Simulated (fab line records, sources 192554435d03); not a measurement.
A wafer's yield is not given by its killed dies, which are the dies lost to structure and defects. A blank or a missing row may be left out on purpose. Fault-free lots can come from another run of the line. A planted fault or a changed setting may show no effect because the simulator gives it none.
The tool behind it: which one? :: flow n5Finfet :: Sampling: 12 lots, 36 wafers, 3 of 1938 route steps

== WHAT EACH GAUGE READ, for each wafer ==
N5_BEOL_M14_INSPECT_30: inspects for defects (macro).
lot: L074
measured: day 12 18:58
on: defectInspect-01
rawDefectCount: 3 2 4

lot: L075
measured: day 13 00:10
on: defectInspect-01
rawDefectCount: 3 0 1

lot: L080
measured: day 13 21:46
on: defectInspect-01
rawDefectCount: 2 1 0

lot: L081
measured: day 14 09:56
on: defectInspect-02
rawDefectCount: 1 1 3

lot: L083
measured: day 15 04:08
on: defectInspect-02
rawDefectCount: 4 0 2

lot: L087
measured: day 15 20:27
on: defectInspect-02
rawDefectCount: 2 6 0

lot: L086
measured: day 15 20:46
on: defectInspect-02
rawDefectCount: 0 5 2

lot: L089
measured: day 16 23:26
on: defectInspect-02
rawDefectCount: 1 4 1

lot: L088
measured: day 17 07:38
on: defectInspect-02
rawDefectCount: 1 1 1

lot: L094
measured: day 17 22:50
on: defectInspect-01
rawDefectCount: 1 3 0

lot: L095
measured: day 18 02:41
on: defectInspect-02
rawDefectCount: 1 2 0

lot: L096
measured: day 18 17:07
on: defectInspect-01
rawDefectCount: 2 3 1

== WHICH TOOL RAN EACH LOT (tool, then ch and the chambers of the sampled wafers, then the start) ==
lot: L074
N5_BEOL_M13_STRIP_37: plasmaAsher-01 ch 1, day 12 14:32
N5_BEOL_M14_STRIP_64: rieDiel-03 ch 0,2,3, day 12 18:58 or earlier

lot: L075
N5_BEOL_M13_STRIP_37: plasmaAsher-02 ch 0,1, day 12 18:31
N5_BEOL_M14_STRIP_64: rieDiel-04 ch 0,1, day 13 00:10 or earlier

lot: L080
N5_BEOL_M13_STRIP_37: plasmaAsher-02 ch 0,1, day 13 18:33
N5_BEOL_M14_STRIP_64: rieDiel-04 ch 0,1,3, day 13 21:46 or earlier

lot: L081
N5_BEOL_M13_STRIP_37: plasmaAsher-02 ch 0,1, day 13 19:28
N5_BEOL_M14_STRIP_64: rieDiel-06 ch 0,2, day 14 09:56 or earlier

lot: L083
N5_BEOL_M13_STRIP_37: plasmaAsher-02 ch 0,1, day 14 23:52
N5_BEOL_M14_STRIP_64: rieDiel-06 ch 1,2,3, day 15 04:08 or earlier

lot: L087
N5_BEOL_M13_STRIP_37: plasmaAsher-02 ch 1, day 15 10:57
N5_BEOL_M14_STRIP_64: rieDiel-03 ch 0,2, day 15 20:27 or earlier

lot: L086
N5_BEOL_M13_STRIP_37: plasmaAsher-02 ch 0,1, day 15 14:35
N5_BEOL_M14_STRIP_64: rieDiel-04 ch 0,1,2, day 15 20:46 or earlier

lot: L089
N5_BEOL_M13_STRIP_37: plasmaAsher-02 ch 0,1, day 16 18:41
N5_BEOL_M14_STRIP_64: rieDiel-06 ch 0,3, day 16 23:26 or earlier

lot: L088
N5_BEOL_M13_STRIP_37: plasmaAsher-01 ch 0,1, day 16 21:29
N5_BEOL_M14_STRIP_64: rieDiel-03 ch 0,1,3, day 17 07:38 or earlier

lot: L094
N5_BEOL_M13_STRIP_37: plasmaAsher-02 ch 0,1, day 17 17:04
N5_BEOL_M14_STRIP_64: rieDiel-04 ch 0,3, day 17 22:50 or earlier

lot: L095
N5_BEOL_M13_STRIP_37: plasmaAsher-02 ch 0,1, day 17 23:00
N5_BEOL_M14_STRIP_64: rieDiel-03 ch 0,1, day 18 02:41 or earlier

lot: L096
N5_BEOL_M13_STRIP_37: plasmaAsher-02 ch 0,1, day 18 09:07
N5_BEOL_M14_STRIP_64: rieDiel-03 ch 0,2, day 18 17:07 or earlier
- N5_BEOL_M13_STRIP_37: strips in N2/H2.
- N5_BEOL_M14_STRIP_64: strips in O2.

== THE ANSWER, worked out from the rows above alone ==
Rule: usual is defined by the lots themselves. The widest of any qualifying gaps counts: lots, ordered by their means at a reading, are off when they make up no more than a third of the lots, leave a main group of 4 or more, and stand apart from it by 3 or more times the standard deviation of that group's means. A main group whose means are all the same, to the digits that the tables above print for the reading, isn't used. A lot without any number at a reading at which 4 lots or more have one is off too. All remaining lots with rows at the step are treated as sound.
None of the lots is off at any reading shown; this tells nothing.

== WHAT WAS PUT IN BY THE SIMULATOR ==
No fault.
